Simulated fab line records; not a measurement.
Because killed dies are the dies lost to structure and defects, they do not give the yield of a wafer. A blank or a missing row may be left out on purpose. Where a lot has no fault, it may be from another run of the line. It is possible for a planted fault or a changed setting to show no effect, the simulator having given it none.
fab line records	flow n5Finfet
[record] lots = 24	wafers = 72	lastDay = 17
route steps=1938 shown BEOL_M7@1309 BEOL_M8@1392 BEOL_M9@1423
lots that met no fault: taken from a fault-free run of the same line
startH: hours from the record's first day to the start of the lot's first wafer shown	waitH: hours elapsed since this lot's preceding step	" identical to the entry in the row above	L1.1+2: several wafers, shown together as one row	- no value, or no start was given	* or withheld: withheld	< > ~ a bound
route shown NAME@n: NAME is a module with steps in the file, n the number in the route of the first one	usual: mean and standard deviation over wafers with no fault	same: alike in all rows	chamber/n: place in a boat	sites: readings site by site	_std_site: the values' standard deviation	_edge_site: outer sites' mean less inner sites'	radiusMm: for every site, how far away it sits from the centre of the wafer	mask NAME#n: copy n	behind: the last tool/chamber to shape the wafer	hold: reason for holding the lot/hours on hold/outcome of the hold	device: transistor that didn't switch, given as n, p or np	end of line: the same wafers' tests at the end of the route	a step without rows: its recipe alone	killed: not the wafer's yield, but the dies lost to structure and defects at the first sort	map: a wafer's dies, marking killed ones x, the rest . and places with no die _
set.NAME: the setting the step ran with; set.NAME@STEP: the setting that earlier step ran with	model.NAME: the simulator's own value behind a step, which no gauge read
route steps across a sampled set of lots; one table per step, one row per wafer
services: when a tool's chamber went out of use (startH, in hours from the record's first day, below 0 if earlier), for how many hours, and the reason
[[steps]]
[step N5_BEOL_M7_ETCH_41]
[recipe] chemistry = CH3F/O2	target = SiCN	targetDepthA = 319	taperDeg = 2	timeS = 57.8	ionEnergyEv = 120	maskMaterial = TiN	pressureMtorr = 30	sourceW = 395	biasW = 75	Ar_flow_sccm = 150	CH3F_flow_sccm = 30	O2_flow_sccm = 20
[usual] CH3F_flow_sccm = 30.00/0.089	biasW = 75.00/0.23	drypumpMotorCurrentA = 5.6/0.46	oesProductAu = 0.78/0.093	rfFwdPowerW = 391.7/1.4	rfVppV = 297.4/1.7	showerheadPlenumPTorr = 2.00/0.065	throttleValvePct = 16.32/0.22
[same] timeS = 57.8
lot.wafer	tool	chamber	startH	waitH	CH3F_flow_sccm	biasW	drypumpMotorCurrentA	oesProductAu	rfFwdPowerW	rfHoursCounterH	rfVppV	showerheadPlenumPTorr	throttleValvePct
L074.1	rieDiel-05	0	-	-	30.02	74.76	6.4	0.68	391.0	238	298.5	1.97	16.71
L074.2	"	1	"	"	30.06	75.03	5.0	0.71	390.9	211	299.0	2.06	16.26
L074.3	"	3	"	"	30.04	74.76	5.5	0.75	393.2	170	295.3	1.92	16.48
L075.1	rieDiel-03	1	-	-	30.04	75.07	5.4	0.80	391.4	113	295.8	2.02	16.23
L075.2	"	3	"	"	29.85	74.76	5.4	0.69	393.4	202	296.4	1.99	16.40
L075.4	"	0	"	"	30.09	75.18	5.5	0.80	390.9	103	297.6	2.01	16.17
L076.1	rieDiel-02	3	-	-	29.95	75.39	5.8	0.74	391.2	181	298.9	2.08	16.38
L076.2	"	0	"	"	30.05	75.51	5.9	0.90	392.4	37	299.2	2.12	15.79
L076.4	"	2	"	"	30.07	75.49	5.2	0.76	392.7	170	296.2	1.99	16.41
L077.1	rieDiel-02	1	-	-	30.08	74.74	5.4	0.85	392.0	43	299.6	2.03	16.00
L077.5	"	2	"	"	30.01	75.11	5.2	0.76	393.4	-	296.7	1.99	16.41
L077.6	"	3	"	"	29.91	74.82	5.8	0.73	388.8	-	299.5	2.08	16.40
L078.1	rieDiel-03	2	-	-	30.11	74.94	4.8	0.93	389.7	16	297.3	2.05	16.16
L078.2	"	0	"	"	30.13	75.24	5.5	0.79	392.5	106	298.0	2.01	16.19
L078.3	"	3	"	"	29.97	74.72	5.3	0.70	390.8	205	297.1	1.99	16.40
L079.1	rieDiel-02	1	-	-	29.99	74.91	5.4	0.86	392.2	45	297.7	2.03	16.02
L079.2	"	3	"	"	30.11	75.03	5.8	0.73	390.9	184	298.9	2.08	16.41
L079.3	"	0	"	"	29.91	75.18	5.9	0.91	393.1	40	300.0	2.12	15.81
L081.1	rieDiel-05	3	-	-	30.09	75.48	5.5	0.74	391.0	180	294.5	1.92	16.52
L081.2	"	1	"	"	29.94	74.76	5.0	0.69	391.8	224	298.2	2.06	16.30
L081.6	"	0	"	"	29.91	75.09	6.5	0.67	391.9	-	295.6	1.97	16.74
L080.2	rieDiel-05	1	-	-	29.94	74.88	5.1	0.70	391.4	224	299.5	2.06	16.27
L080.5	"	2	"	"	30.05	75.03	6.4	0.68	390.3	-	295.5	1.89	16.65
L080.6	"	3	"	"	30.15	75.17	5.5	0.73	392.5	-	293.8	1.92	16.50
L082.2	rieDiel-02	0	-	-	30.01	75.24	5.9	0.89	394.0	49	301.3	2.11	15.83
L082.5	"	2	"	"	30.19	75.32	5.2	0.75	394.9	-	296.7	1.98	16.43
L082.6	"	3	"	"	30.03	74.75	5.8	0.73	391.3	-	298.9	2.07	16.42
L083.1	rieDiel-03	0	-	-	29.97	74.82	5.6	0.79	391.0	119	299.5	2.00	16.19
L083.3	"	1	"	"	29.94	75.01	5.4	0.79	392.1	127	298.5	2.01	16.24
L083.5	"	3	"	"	30.05	75.05	5.3	0.69	395.1	-	297.5	1.98	16.41
L084.1	rieDiel-03	0	-	-	30.00	74.83	5.5	0.78	394.0	121	296.8	2.00	16.20
L084.3	"	1	"	"	29.91	74.98	5.4	0.79	391.9	129	297.6	2.01	16.24
L084.6	"	0	"	"	29.85	75.17	5.5	0.78	391.9	-	297.3	2.00	16.20
L086.2	rieDiel-05	3	-	-	29.85	74.98	5.5	0.73	392.4	193	295.0	1.91	16.53
L086.5	"	1	"	"	29.84	74.80	5.1	0.69	393.0	-	298.3	2.05	16.31
L086.6	"	2	"	"	30.07	75.22	6.4	0.67	389.5	-	295.7	1.88	16.66
L085.3	rieDiel-05	1	-	-	29.79	75.36	5.0	0.69	393.4	237	299.3	2.05	16.30
L085.4	"	2	"	"	30.06	74.92	6.4	0.67	390.4	247	295.4	1.88	16.65
L085.5	"	2	"	"	29.94	75.09	6.3	0.68	392.3	-	294.3	1.88	16.67
L088.1	rieDiel-05	0	-	-	30.12	75.04	6.4	0.97	391.0	7	296.9	1.97	16.29
L088.3	"	0	"	"	30.12	74.44	6.4	0.97	390.2	-	296.5	1.97	16.28
L088.4	"	3	"	"	29.96	74.85	5.5	0.72	388.1	-	295.2	1.91	16.54
L087.3	rieDiel-05	0	-	-	30.09	75.14	6.4	0.98	392.8	-	296.2	1.97	16.29
L087.5	"	3	"	"	29.94	74.72	5.5	0.72	392.7	-	296.2	1.91	16.54
L087.6	"	0	"	"	30.07	74.87	6.5	0.97	391.8	-	295.9	1.97	16.30
L089.1	rieDiel-05	0	-	-	30.12	74.90	6.4	0.96	393.1	10	296.2	1.97	16.29
L089.3	"	0	"	"	30.02	74.90	6.4	0.97	392.4	-	297.0	1.97	16.31
L089.6	"	3	"	"	30.08	75.09	5.5	0.71	393.0	-	296.0	1.91	16.57
L091.1	rieDiel-02	1	-	-	30.05	74.72	5.4	0.82	393.9	63	298.3	2.02	16.05
L091.5	"	2	"	"	29.92	74.84	5.2	0.74	392.9	-	297.4	1.98	16.45
L091.6	"	1	"	"	29.93	75.19	5.4	0.83	392.2	-	298.6	2.02	16.05
L090.1	rieDiel-02	0	-	-	30.01	74.76	5.9	0.86	392.1	61	298.5	2.11	15.85
L090.3	"	2	"	"	30.03	74.86	5.2	0.74	393.4	192	295.7	1.98	16.44
L090.5	"	2	"	"	29.86	74.82	5.2	0.74	391.5	-	296.3	1.98	16.44
L092.1	rieDiel-05	0	-	-	29.98	75.22	6.4	0.93	391.6	21	296.9	1.96	16.33
L092.2	"	2	"	"	30.04	74.99	6.4	0.97	390.7	3	300.6	2.13	16.19
L092.3	"	3	"	"	29.91	75.46	5.5	0.71	393.5	212	294.7	1.91	16.56
L093.1	rieDiel-03	0	-	-	30.04	75.16	5.5	0.77	391.9	141	296.4	1.99	16.25
L093.2	"	2	"	"	29.92	75.10	4.8	0.87	391.0	46	297.4	2.04	16.24
L093.4	"	0	"	"	30.01	75.29	5.5	0.75	391.6	-	296.4	1.99	16.25
L094.2	rieDiel-05	1	-	-	30.05	75.11	5.1	0.67	391.1	249	298.7	2.05	16.33
L094.4	"	0	"	"	29.98	74.63	6.4	0.93	389.5	21	297.3	1.96	16.33
L094.6	"	3	"	"	30.04	75.31	5.5	0.71	390.2	-	295.9	1.91	16.57
L096.2	rieDiel-02	0	-	-	30.03	74.68	5.9	0.86	389.7	68	301.7	2.11	15.88
L096.4	"	3	"	"	30.15	75.32	5.8	0.72	389.8	208	299.0	2.07	16.45
L096.6	"	1	"	"	29.94	75.00	5.4	0.83	392.1	-	297.8	2.02	16.06
L095.1	rieDiel-03	0	-	-	29.90	75.10	5.5	0.76	391.0	144	298.8	1.99	16.26
L095.4	"	2	"	"	30.17	75.38	4.8	0.87	389.6	55	298.9	2.04	16.28
L095.6	"	0	"	"	29.99	75.16	5.5	0.75	390.8	-	298.1	1.99	16.24
L097.3	rieDiel-02	2	-	-	30.00	74.94	5.1	0.74	395.1	202	297.2	1.98	16.48
L097.4	"	0	"	"	29.85	75.00	5.9	0.85	393.2	72	299.0	2.11	15.86
L097.5	"	2	"	"	30.01	75.16	5.2	0.74	393.1	-	298.1	1.98	16.48
[step N5_BEOL_M7_SURFACE_TREAT_79]
[recipe] gas = Ar	timeS = *	ionEnergyEv = *	ionCurrentMaCm2 = 0.5	pressureMtorr = *	arFlowSccm = 30
[usual] throttleValvePct = *
[same] timeS = *
lot.wafer	tool	chamber	startH	waitH	throttleValvePct
L074.1	pvdSputter-03	-	201.01	0.2	*
L074.2	"	-	"	"	*
L074.3	"	-	"	"	*
L075.1	pvdSputter-01	-	205.21	0.5	*
L075.2	"	-	"	"	*
L075.4	"	-	"	"	*
L076.1	pvdSputter-02	-	207.72	0.2	*
L076.2	"	-	"	"	*
L076.4	"	-	"	"	*
L077.1	pvdSputter-01	-	210.88	0.3	*
L077.5	"	-	"	"	*
L077.6	"	-	"	"	*
L078.1	pvdSputter-01	-	216.56	0.3	*
L078.2	"	-	"	"	*
L078.3	"	-	"	"	*
L079.1	pvdSputter-01	-	218.70	0.3	*
L079.2	"	-	"	"	*
L079.3	"	-	"	"	*
L081.1	pvdSputter-03	-	236.42	0.2	*
L081.2	"	-	"	"	*
L081.6	"	-	"	"	*
L080.2	pvdSputter-01	-	236.94	0.2	*
L080.5	"	-	"	"	*
L080.6	"	-	"	"	*
L082.2	pvdSputter-01	-	240.90	0.2	*
L082.5	"	-	"	"	*
L082.6	"	-	"	"	*
L083.1	pvdSputter-01	-	255.53	0.4	*
L083.3	"	-	"	"	*
L083.5	"	-	"	"	*
L084.1	pvdSputter-01	-	256.45	0.2	*
L084.3	"	-	"	"	*
L084.6	"	-	"	"	*
L086.2	pvdSputter-02	-	266.05	0.8	*
L086.5	"	-	"	"	*
L086.6	"	-	"	"	*
L085.3	pvdSputter-02	-	266.21	0.7	*
L085.4	"	-	"	"	*
L085.5	"	-	"	"	*
L088.1	pvdSputter-01	-	274.25	0.2	*
L088.3	"	-	"	"	*
L088.4	"	-	"	"	*
L087.3	pvdSputter-02	-	275.90	1.0	*
L087.5	"	-	"	"	*
L087.6	"	-	"	"	*
L089.1	pvdSputter-01	-	280.98	0.2	*
L089.3	"	-	"	"	*
L089.6	"	-	"	"	*
L091.1	pvdSputter-01	-	298.73	1.1	*
L091.5	"	-	"	"	*
L091.6	"	-	"	"	*
L090.1	pvdSputter-03	-	303.84	0.3	*
L090.3	"	-	"	"	*
L090.5	"	-	"	"	*
L092.1	pvdSputter-01	-	310.51	0.2	*
L092.2	"	-	"	"	*
L092.3	"	-	"	"	*
L093.1	pvdSputter-01	-	311.09	0.2	*
L093.2	"	-	"	"	*
L093.4	"	-	"	"	*
L094.2	pvdSputter-02	-	312.06	0.3	*
L094.4	"	-	"	"	*
L094.6	"	-	"	"	*
L096.2	pvdSputter-02	-	324.29	0.2	*
L096.4	"	-	"	"	*
L096.6	"	-	"	"	*
L095.1	pvdSputter-02	-	332.99	0.3	*
L095.4	"	-	"	"	*
L095.6	"	-	"	"	*
L097.3	pvdSputter-01	-	333.83	0.2	*
L097.4	"	-	"	"	*
L097.5	"	-	"	"	*
[step N5_BEOL_M8_SPUTTER_48]
[recipe] material = Cu	targetThkA = 100	tempC = -20	biasV = 60	powerW = 26000	chamberPressurePa = 0.13	timeS = 1.667
[usual] chuckSensorTempC = -16.1/0.54	throttleValvePct = 29.9/1
[same] timeS = 1.667
lot.wafer	tool	chamber	startH	waitH	chuckSensorTempC	throttleValvePct
L074.1	pvdSputter-02	-	208.66	0.2	-15.3	31.7
L074.2	"	-	"	"	-16.0	28.5
L074.3	"	-	"	"	-16.2	28.9
L076.1	pvdSputter-02	-	214.08	0.1	-15.8	28.9
L076.2	"	-	"	"	-17.0	30.3
L076.4	"	-	"	"	-15.4	31.8
L075.1	pvdSputter-02	-	214.30	0.2	-16.0	29.0
L075.2	"	-	"	"	-15.3	31.5
L075.4	"	-	"	"	-16.2	28.6
L077.1	pvdSputter-01	-	218.62	0.2	-16.4	30.9
L077.5	"	-	"	"	-16.2	29.4
L077.6	"	-	"	"	-16.8	29.8
L078.1	pvdSputter-01	-	225.84	1.5	-16.1	29.5
L078.2	"	-	"	"	-16.6	30.1
L078.3	"	-	"	"	-16.3	30.7
L079.1	pvdSputter-03	-	227.47	0.2	-17.0	28.9
L079.2	"	-	"	"	-15.6	31.6
L079.3	"	-	"	"	-15.6	29.7
L081.1	pvdSputter-01	-	247.17	1.8	-15.7	30.7
L081.2	"	-	"	"	-16.0	29.4
L081.6	"	-	"	"	-16.6	29.7
L080.2	pvdSputter-01	-	247.55	0.2	-15.7	30.7
L080.5	"	-	"	"	-16.6	29.9
L080.6	"	-	"	"	-15.9	29.6
L082.2	pvdSputter-02	-	249.18	0.1	-17.2	30.5
L082.5	"	-	"	"	-15.4	31.6
L082.6	"	-	"	"	-16.2	28.7
L083.1	pvdSputter-03	-	261.91	0.2	-15.4	29.6
L083.3	"	-	"	"	-15.0	28.3
L083.5	"	-	"	"	-15.7	31.4
L084.1	pvdSputter-02	-	266.13	0.6	-17.0	30.2
L084.3	"	-	"	"	-15.3	31.5
L084.6	"	-	"	"	-15.7	31.7
L086.2	pvdSputter-03	-	273.87	0.1	-17.1	28.7
L086.5	"	-	"	"	-15.2	28.6
L086.6	"	-	"	"	-15.7	29.7
L085.3	pvdSputter-03	-	273.95	0.2	-15.6	31.3
L085.4	"	-	"	"	-15.2	28.4
L085.5	"	-	"	"	-16.9	28.5
L088.1	pvdSputter-01	-	281.17	0.1	-15.9	30.4
L088.3	"	-	"	"	-16.3	30.8
L088.4	"	-	"	"	-16.6	29.9
L087.3	pvdSputter-01	-	283.99	0.1	-16.5	29.7
L087.5	"	-	"	"	-16.5	30.9
L087.6	"	-	"	"	-16.1	29.4
L089.1	pvdSputter-01	-	291.50	0.3	-15.9	29.5
L089.3	"	-	"	"	-16.5	30.7
L089.6	"	-	"	"	-16.4	30.8
L091.1	pvdSputter-01	-	307.45	0.1	-15.9	30.7
L091.5	"	-	"	"	-16.1	29.4
L091.6	"	-	"	"	-16.3	31.0
L090.1	pvdSputter-03	-	312.56	0.1	-15.6	31.0
L090.3	"	-	"	"	-15.6	29.5
L090.5	"	-	"	"	-17.0	28.8
L092.1	pvdSputter-03	-	318.46	1.2	-15.6	31.4
L092.2	"	-	"	"	-17.0	28.5
L092.3	"	-	"	"	-15.3	28.1
L093.1	pvdSputter-03	-	320.96	0.1	-15.5	31.3
L093.2	"	-	"	"	-16.8	28.5
L093.4	"	-	"	"	-15.1	28.1
L094.2	pvdSputter-01	-	321.68	0.2	-16.1	29.5
L094.4	"	-	"	"	-16.7	30.2
L094.6	"	-	"	"	-16.1	29.7
L096.2	pvdSputter-01	-	333.16	0.1	-16.0	29.3
L096.4	"	-	"	"	-16.5	30.5
L096.6	"	-	"	"	-15.8	30.5
L097.3	pvdSputter-03	-	343.18	0.1	-15.5	31.1
L097.4	"	-	"	"	-15.3	28.3
L097.5	"	-	"	"	-15.4	28.4
L095.1	pvdSputter-01	-	343.91	0.8	-16.0	29.2
L095.4	"	-	"	"	-15.9	30.6
L095.6	"	-	"	"	-16.0	29.8
[step N5_BEOL_M8_THK_MEAS_53]
[recipe] thkMeasGauge = xrf	reads = Cu_of_BEOL_M8_ECD_50
[usual] M8_THK = 81.3/1.5
lot.wafer	tool	chamber	startH	waitH	M8_THK[nm]
L074.1	filmMetro-02	-	209.48	-	79.4
L074.2	"	-	"	"	81.4
L074.3	"	-	"	"	80.8
L076.1	filmMetro-02	-	215.07	-	82.0
L076.2	"	-	"	"	82.3
L076.4	"	-	"	"	81.2
L075.1	filmMetro-02	-	215.30	-	85.3
L075.2	"	-	"	"	82.3
L075.4	"	-	"	"	82.2
L077.1	filmMetro-02	-	219.43	-	79.9
L077.5	"	-	"	"	80.1
L077.6	"	-	"	"	81.7
L078.1	filmMetro-02	-	226.83	-	80.0
L078.2	"	-	"	"	81.9
L078.3	"	-	"	"	81.3
L079.1	filmMetro-01	-	228.99	-	78.9
L079.2	"	-	"	"	80.3
L079.3	"	-	"	"	82.0
L081.1	filmMetro-01	-	248.07	-	79.7
L081.2	"	-	"	"	80.8
L081.6	"	-	"	"	81.4
L080.2	filmMetro-01	-	248.38	-	80.2
L080.5	"	-	"	"	80.1
L080.6	"	-	"	"	81.9
L082.2	filmMetro-01	-	250.13	-	80.6
L082.5	"	-	"	"	81.6
L082.6	"	-	"	"	78.8
L083.1	filmMetro-01	-	262.88	-	83.0
L083.3	"	-	"	"	81.3
L083.5	"	-	"	"	81.0
L084.1	filmMetro-01	-	266.99	-	81.4
L084.3	"	-	"	"	81.6
L084.6	"	-	"	"	80.6
L086.2	filmMetro-01	-	274.83	-	80.6
L086.5	"	-	"	"	81.2
L086.6	"	-	"	"	81.8
L085.3	filmMetro-02	-	274.91	-	78.9
L085.4	"	-	"	"	80.6
L085.5	"	-	"	"	81.5
L088.1	filmMetro-02	-	282.31	-	80.6
L088.3	"	-	"	"	77.5
L088.4	"	-	"	"	81.1
L087.3	filmMetro-01	-	284.81	-	81.7
L087.5	"	-	"	"	84.2
L087.6	"	-	"	"	82.0
L089.1	filmMetro-02	-	292.31	-	82.3
L089.3	"	-	"	"	81.0
L089.6	"	-	"	"	81.5
L091.1	filmMetro-01	-	308.25	-	78.2
L091.5	"	-	"	"	79.6
L091.6	"	-	"	"	78.0
L090.1	filmMetro-01	-	313.36	-	80.4
L090.3	"	-	"	"	82.8
L090.5	"	-	"	"	82.2
L092.1	filmMetro-02	-	319.26	-	80.2
L092.2	"	-	"	"	79.4
L092.3	"	-	"	"	84.4
L093.1	filmMetro-01	-	321.99	-	78.3
L093.2	"	-	"	"	79.1
L093.4	"	-	"	"	81.0
L094.2	filmMetro-02	-	322.57	-	85.0
L094.4	"	-	"	"	82.1
L094.6	"	-	"	"	83.4
L096.2	filmMetro-02	-	333.97	-	82.3
L096.4	"	-	"	"	83.1
L096.6	"	-	"	"	83.7
L097.3	filmMetro-02	-	344.45	-	79.2
L097.4	"	-	"	"	83.8
L097.5	"	-	"	"	79.8
L095.1	filmMetro-02	-	344.73	-	83.0
L095.4	"	-	"	"	81.9
L095.6	"	-	"	"	81.0
[step N5_BEOL_M9_STRIP_19]
[recipe] chemistry = O2	powerW = 400	tempC = 40	pressureMtorr = 30	rfFrequencyHz = 6e+07	biasPowerW = 0	overashFraction = 0.2	o2FlowSccm = 225
[usual] drypumpMotorCurrentA = 5.6/0.45	oesProductAu = 0.78/0.086	rfVppV = 3.6/0.52	showerheadPlenumPTorr = 2.10/0.071	throttleValvePct = 16.66/0.24
lot.wafer	tool	chamber	startH	waitH	drypumpMotorCurrentA	oesProductAu	rfHoursCounterH	rfVppV	showerheadPlenumPTorr	throttleValvePct
L074.1	rieDiel-03	2	213.82	0.1	4.9	0.93	16	3.4	2.15	16.52
L074.2	"	0	"	"	5.5	0.80	106	4.6	2.12	16.63
L074.3	"	3	"	"	5.3	0.69	205	4.1	2.07	16.67
L076.1	rieDiel-05	1	219.03	0.1	5.0	0.70	218	3.3	2.15	16.59
L076.2	"	3	"	"	5.5	0.74	176	3.2	2.00	16.81
L076.4	"	1	"	"	5.0	0.71	-	4.5	2.15	16.59
L075.1	rieDiel-02	0	219.17	0.1	5.9	0.89	41	4.2	2.22	16.13
L075.2	"	3	"	"	5.8	0.72	185	3.1	2.18	16.75
L075.4	"	2	"	"	5.2	0.76	174	3.6	2.10	16.86
L077.1	rieDiel-05	2	223.04	0.1	6.3	0.68	230	4.2	1.99	17.06
L077.5	"	1	"	"	5.0	0.70	-	4.2	2.15	16.58
L077.6	"	0	"	"	6.4	0.68	-	3.3	2.06	17.06
L078.1	rieDiel-02	2	230.18	0.1	5.2	0.75	177	3.5	2.10	16.84
L078.2	"	0	"	"	5.9	0.88	45	3.4	2.21	16.16
L078.3	"	3	"	"	5.7	0.73	189	2.8	2.18	16.77
L079.1	rieDiel-02	0	231.23	0.2	5.9	0.89	46	3.7	2.21	16.17
L079.2	"	2	"	"	5.2	0.76	177	4.6	2.10	16.86
L079.3	"	3	"	"	5.8	0.73	190	3.6	2.18	16.79
L081.1	rieDiel-05	1	250.49	0.2	5.0	0.71	231	4.0	2.15	16.61
L081.2	"	2	"	"	6.4	0.68	240	3.1	1.99	17.10
L081.6	"	2	"	"	6.3	0.69	-	4.3	1.99	17.06
L080.2	rieDiel-05	2	250.79	0.3	6.4	0.68	240	3.2	1.99	17.09
L080.5	"	2	"	"	6.3	0.68	-	3.8	1.99	17.08
L080.6	"	3	"	"	5.5	0.73	-	3.1	2.00	16.83
L082.2	rieDiel-05	3	253.74	0.1	5.5	0.73	189	3.6	2.00	16.85
L082.5	"	2	"	"	6.3	0.67	-	3.1	1.99	17.07
L082.6	"	3	"	"	5.5	0.73	-	3.9	2.00	16.84
L083.1	rieDiel-03	0	267.77	0.1	5.5	0.78	127	3.5	2.11	16.64
L083.3	"	2	"	"	4.8	0.91	30	3.9	2.14	16.57
L083.5	"	3	"	"	5.3	0.68	-	4.9	2.06	16.71
L084.1	rieDiel-05	3	269.57	0.3	5.5	0.73	196	3.3	1.99	16.85
L084.3	"	0	"	"	6.4	0.99	5	3.8	2.06	16.62
L084.6	"	2	"	"	6.3	0.68	-	4.0	1.99	17.08
L086.2	rieDiel-03	2	277.99	0.1	4.8	0.89	35	3.5	2.14	16.54
L086.5	"	1	"	"	5.4	0.78	-	3.8	2.10	16.55
L086.6	"	0	"	"	5.5	0.78	-	4.4	2.11	16.64
L085.3	rieDiel-03	2	278.03	0.1	4.8	0.89	35	3.4	2.14	16.57
L085.4	"	3	"	"	5.3	0.68	230	2.8	2.06	16.70
L085.5	"	3	"	"	5.4	0.68	-	4.0	2.06	16.72
L088.1	rieDiel-02	0	284.75	0.1	5.9	0.89	54	3.3	2.21	16.16
L088.3	"	1	"	"	5.4	0.84	58	3.9	2.14	16.49
L088.4	"	3	"	"	5.8	0.71	198	2.8	2.17	16.78
L087.3	rieDiel-05	0	288.07	0.1	6.4	0.94	14	3.3	2.06	16.64
L087.5	"	1	"	"	5.0	0.69	-	3.2	2.14	16.63
L087.6	"	3	"	"	5.5	0.73	-	3.6	1.99	16.88
L089.1	rieDiel-02	0	296.04	0.1	5.9	0.87	59	3.1	2.21	16.17
L089.3	"	2	"	"	5.2	0.75	190	4.5	2.09	16.89
L089.6	"	0	"	"	5.9	0.89	-	3.9	2.21	16.16
L091.1	rieDiel-03	2	310.96	0.1	4.8	0.86	47	3.4	2.13	16.58
L091.5	"	1	"	"	5.4	0.77	-	3.0	2.09	16.59
L091.6	"	0	"	"	5.5	0.76	-	3.3	2.11	16.66
L090.1	rieDiel-05	0	315.97	0.1	6.4	0.93	23	2.7	2.05	16.66
L090.3	"	3	"	"	5.5	0.71	215	4.2	1.99	16.89
L090.5	"	3	"	"	5.5	0.71	-	3.5	1.99	16.87
L092.1	rieDiel-02	3	321.62	0.1	5.8	0.72	208	2.6	2.17	16.79
L092.2	"	1	"	"	5.4	0.83	67	4.0	2.14	16.50
L092.3	"	2	"	"	5.1	0.74	199	4.9	2.09	16.89
L093.1	rieDiel-03	2	324.81	0.1	4.9	0.87	53	3.6	2.13	16.58
L093.2	"	3	"	"	5.4	0.67	243	3.1	2.06	16.76
L093.4	"	3	"	"	5.4	0.67	-	4.7	2.06	16.72
L094.2	rieDiel-03	1	325.99	0.1	5.4	0.76	156	3.4	2.09	16.59
L094.4	"	0	"	"	5.5	0.76	143	3.6	2.11	16.68
L094.6	"	2	"	"	4.8	0.85	-	2.6	2.13	16.59
L096.2	rieDiel-05	2	337.29	0.1	6.3	0.93	14	3.4	2.24	16.66
L096.4	"	3	"	"	5.5	0.70	223	3.1	1.99	16.91
L096.6	"	2	"	"	6.4	0.93	-	3.9	2.25	16.64
L097.3	rieDiel-02	3	349.76	0.1	5.7	0.70	215	3.6	2.17	16.80
L097.4	"	0	"	"	5.9	0.85	75	4.4	2.20	16.20
L097.5	"	0	"	"	5.9	0.85	-	3.9	2.20	16.21
L095.1	rieDiel-02	1	350.31	0.1	5.4	0.82	74	3.6	2.13	16.51
L095.4	"	3	"	"	5.8	0.70	215	3.8	2.17	16.81
L095.6	"	2	"	"	5.2	0.74	-	4.0	2.09	16.89
[step N5_BEOL_M9_INSPECT_30]
[recipe] mode = adi	inspectInstrument = brightfield
[usual] rawDefectCount = 387/90
lot.wafer	tool	chamber	startH	waitH	rawDefectCount
L074.1	defectInspect-01	-	215.50	0.1	593
L074.2	"	-	"	"	550
L074.3	"	-	"	"	391
L076.1	defectInspect-02	-	221.78	0.1	445
L076.2	"	-	"	"	363
L076.4	"	-	"	"	545
L075.1	defectInspect-02	-	221.95	0.1	403
L075.2	"	-	"	"	334
L075.4	"	-	"	"	380
L077.1	defectInspect-01	-	225.00	0.1	319
L077.5	"	-	"	"	345
L077.6	"	-	"	"	428
L078.1	defectInspect-02	-	231.58	0.1	477
L078.2	"	-	"	"	512
L078.3	"	-	"	"	393
L079.1	defectInspect-02	-	231.87	0.1	281
L079.2	"	-	"	"	343
L079.3	"	-	"	"	531
L081.1	defectInspect-02	-	251.15	0.1	330
L081.2	"	-	"	"	340
L081.6	"	-	"	"	294
L080.2	defectInspect-02	-	251.37	0.0	442
L080.5	"	-	"	"	569
L080.6	"	-	"	"	353
L082.2	defectInspect-02	-	254.40	0.0	500
L082.5	"	-	"	"	307
L082.6	"	-	"	"	439
L083.1	defectInspect-02	-	269.49	0.1	253
L083.3	"	-	"	"	209
L083.5	"	-	"	"	362
L084.1	defectInspect-02	-	270.04	0.1	324
L084.3	"	-	"	"	301
L084.6	"	-	"	"	296
L086.2	defectInspect-01	-	278.63	0.0	388
L086.5	"	-	"	"	443
L086.6	"	-	"	"	466
L085.3	defectInspect-01	-	279.00	0.0	329
L085.4	"	-	"	"	364
L085.5	"	-	"	"	251
L088.1	defectInspect-01	-	286.60	0.1	392
L088.3	"	-	"	"	445
L088.4	"	-	"	"	268
L087.3	defectInspect-01	-	288.74	0.0	244
L087.5	"	-	"	"	312
L087.6	"	-	"	"	247
L089.1	defectInspect-01	-	298.51	0.1	371
L089.3	"	-	"	"	599
L089.6	"	-	"	"	372
L091.1	defectInspect-01	-	311.59	0.1	499
L091.5	"	-	"	"	459
L091.6	"	-	"	"	558
L090.1	defectInspect-02	-	319.65	0.1	289
L090.3	"	-	"	"	503
L090.5	"	-	"	"	528
L092.1	defectInspect-02	-	322.90	0.1	473
L092.2	"	-	"	"	365
L092.3	"	-	"	"	379
L093.1	defectInspect-02	-	326.14	0.1	280
L093.2	"	-	"	"	347
L093.4	"	-	"	"	199
L094.2	defectInspect-02	-	326.45	0.0	322
L094.4	"	-	"	"	507
L094.6	"	-	"	"	365
L096.2	defectInspect-01	-	340.59	0.0	417
L096.4	"	-	"	"	335
L096.6	"	-	"	"	292
L097.3	defectInspect-01	-	351.85	0.0	528
L097.4	"	-	"	"	520
L097.5	"	-	"	"	463
L095.1	defectInspect-02	-	352.06	0.1	312
L095.4	"	-	"	"	384
L095.6	"	-	"	"	339
[[services]]
tool	chamber	startH	hours	kind
rieDiel-05	0	215.24	3.8	repair
rieDiel-05	0	241.21	-	clean
rieDiel-05	0	241.21	-	consumableReplace:focusRing
rieDiel-05	0	241.21	16.2	scheduledDown
rieDiel-05	0	241.21	16.2	ventCycle
rieDiel-02	-	243.38	28.1	pm
rieDiel-05	-	253.86	0.2	repair
rieDiel-05	2	270.57	-	clean
rieDiel-05	2	270.57	-	consumableReplace:focusRing
rieDiel-05	2	270.57	-	consumableReplace:showerhead
rieDiel-05	2	270.57	31.4	scheduledDown
rieDiel-05	2	270.57	31.4	ventCycle
rieDiel-02	3	290.29	7.6	repair
rieDiel-02	1	297.44	11.5	repair
rieDiel-03	0	312.23	12.7	repair
rieDiel-05	1	313.46	-	clean
rieDiel-05	1	313.46	-	consumableReplace:focusRing
rieDiel-05	1	313.46	15.3	scheduledDown
rieDiel-05	1	313.46	15.3	ventCycle
pvdSputter-02	-	346.69	2.1	repair
rieDiel-03	3	348.85	-	clean
rieDiel-03	3	348.85	-	consumableReplace:focusRing
rieDiel-03	3	348.85	13.8	scheduledDown
rieDiel-03	3	348.85	13.8	ventCycle
[[key]]
fault none
